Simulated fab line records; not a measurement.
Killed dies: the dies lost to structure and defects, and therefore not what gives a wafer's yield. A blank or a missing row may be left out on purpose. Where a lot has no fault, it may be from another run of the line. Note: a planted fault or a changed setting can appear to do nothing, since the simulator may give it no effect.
Which tool was responsible? ; flow nand-harc ; 28 wafers from 10 lots sampled at 6 of the route's 1302 steps

## WHAT THE GAUGES READ, wafer by wafer
NHARC_END_SORT_01.
lot;measured;on;killed-at-array
L599;day 26 23:42;prober-02;66 64 66
L601;day 27 17:26;prober-02;33 24 34
L600;day 27 14:58;prober-01;67 72 81
L602;day 28 15:56;prober-01;142 66
L603;day 29 19:16;prober-02;175 70
L611;day 32 02:23;prober-01;77 73 79

## WHICH TOOL RAN EACH LOT (tool, then ch and the chambers of the sampled wafers, then the start)
lot;NHARC_A_CONTACT_ETCH_133;NHARC_A_CONTACT_ETCH_97;NHARC_A_CONTACT_DESCUM_13;NHARC_A_CONTACT_ETCH_88;NHARC_A_CONTACT_ETCH_89
L597;har-cap-etch-01 ch 1, day 23 05:20;rie-diel-05 ch 0,1,3, day 23 10:59 or earlier;rie-diel-05 ch 1,2,3, day 23 10:59;rie-diel-05 ch 0,1,3, day 23 11:04;rie-diel-05 ch 1,2, no start
L599;har-cap-etch-02 ch 0,1, day 24 12:52;rie-diel-05 ch 0,1, day 24 19:37 or earlier;rie-diel-05 ch 2,3, day 24 19:37;rie-diel-05 ch 0,1,2, day 24 19:44;rie-diel-05 ch 1,2,3, day 26 23:42 or earlier
L601;har-cap-etch-02 ch 0,1, day 25 07:29;rie-diel-02 ch 0,1,3, day 25 11:49 or earlier;rie-diel-09 ch 0,1, day 25 11:49;rie-diel-09 ch 2,3, day 25 11:54;rie-diel-09 ch 0,1,3, day 27 17:26 or earlier
L600;har-cap-etch-01 ch 0,1, day 25 08:17;rie-diel-02 ch 0,1,3, day 25 13:23 or earlier;rie-diel-02 ch 0,1,2, day 25 13:23;rie-diel-02 ch 0,2,3, day 25 13:29;rie-diel-02 ch 0,2,3, day 27 14:58 or earlier
L602;har-cap-etch-02 ch 0,1, day 25 20:32;rie-diel-05 ch 1,2, day 26 04:54 or earlier;rie-diel-02 ch 0,1, day 26 04:54;rie-diel-02 ch 0,1, day 26 05:08;rie-diel-02 ch 2,3, day 28 15:56 or earlier
L603;har-cap-etch-02 ch 0,1, day 26 05:25;rie-diel-02 ch 2,3, day 26 16:48 or earlier;rie-diel-02 ch 1,2, day 26 16:48;rie-diel-02 ch 2,3, day 26 16:53;rie-diel-02 ch 0,1, day 29 19:16 or earlier
L611;har-cap-etch-02 ch 0,1, day 29 20:05;rie-diel-02 ch 0,2,3, day 30 00:42 or earlier;rie-diel-02 ch 0,1,3, day 30 00:42;rie-diel-02 ch 0,1,2, day 30 00:47;rie-diel-02 ch 0,1,3, day 32 02:23 or earlier
L613;har-cap-etch-03 ch 0,1, day 29 22:07;rie-diel-02 ch 1,2,3, day 30 02:45 or earlier;rie-diel-02 ch 0,2,3, day 30 02:45;rie-diel-02 ch 0,1,2, day 30 02:50;rie-diel-02 ch 0,1,3, no start
L614;har-cap-etch-02 ch 0,1, day 31 00:10;rie-diel-09 ch 2,3, day 31 05:35 or earlier;rie-diel-02 ch 1,2, day 31 05:35;rie-diel-02 ch 1,2,3, day 31 05:40;rie-diel-02 ch 0,1,2, no start
L616;har-cap-etch-01 ch 0, day 32 02:42;rie-diel-02 ch 0,1,3, day 32 09:40 or earlier;rie-diel-05 ch 0,2,3, day 32 09:40;rie-diel-05 ch 1,2, day 32 09:45;rie-diel-05 ch 0,1,3, no start
- NHARC_A_CONTACT_ETCH_133: etches the open film in C4F8/O2/Ar, time 374 s, target depth 1610 nm.
- NHARC_A_CONTACT_ETCH_97: etches the open film in C4F6/O2, target depth 20 nm, time 10 s.
- NHARC_A_CONTACT_DESCUM_13: chemistry O2, time 3 s.
- NHARC_A_CONTACT_ETCH_88: etches the open film in CF4, target depth 39 nm, time 65 s.
- NHARC_A_CONTACT_ETCH_89: etches the open film in N2/H2, target depth 260 nm, time 475.3 s.

## THE ANSWER, worked out from the rows above alone
Rule: the usual values come from the lots themselves. The widest of any qualifying gaps counts: lots, ordered by their means at a reading, are off when they make up no more than a third of the lots, leave a main group of 4 or more, and stand apart from it by 3 or more times the standard deviation of that group's means. Not used: any main group whose means are identical at the precision the tables above print for the reading. A lot without any number at a reading at which 4 lots or more have one is off too. Any other lot the step has rows for is counted as sound.
Across all readings shown, no lot is off: no conclusion can be drawn from this.

## WHAT WAS PUT IN BY THE SIMULATOR
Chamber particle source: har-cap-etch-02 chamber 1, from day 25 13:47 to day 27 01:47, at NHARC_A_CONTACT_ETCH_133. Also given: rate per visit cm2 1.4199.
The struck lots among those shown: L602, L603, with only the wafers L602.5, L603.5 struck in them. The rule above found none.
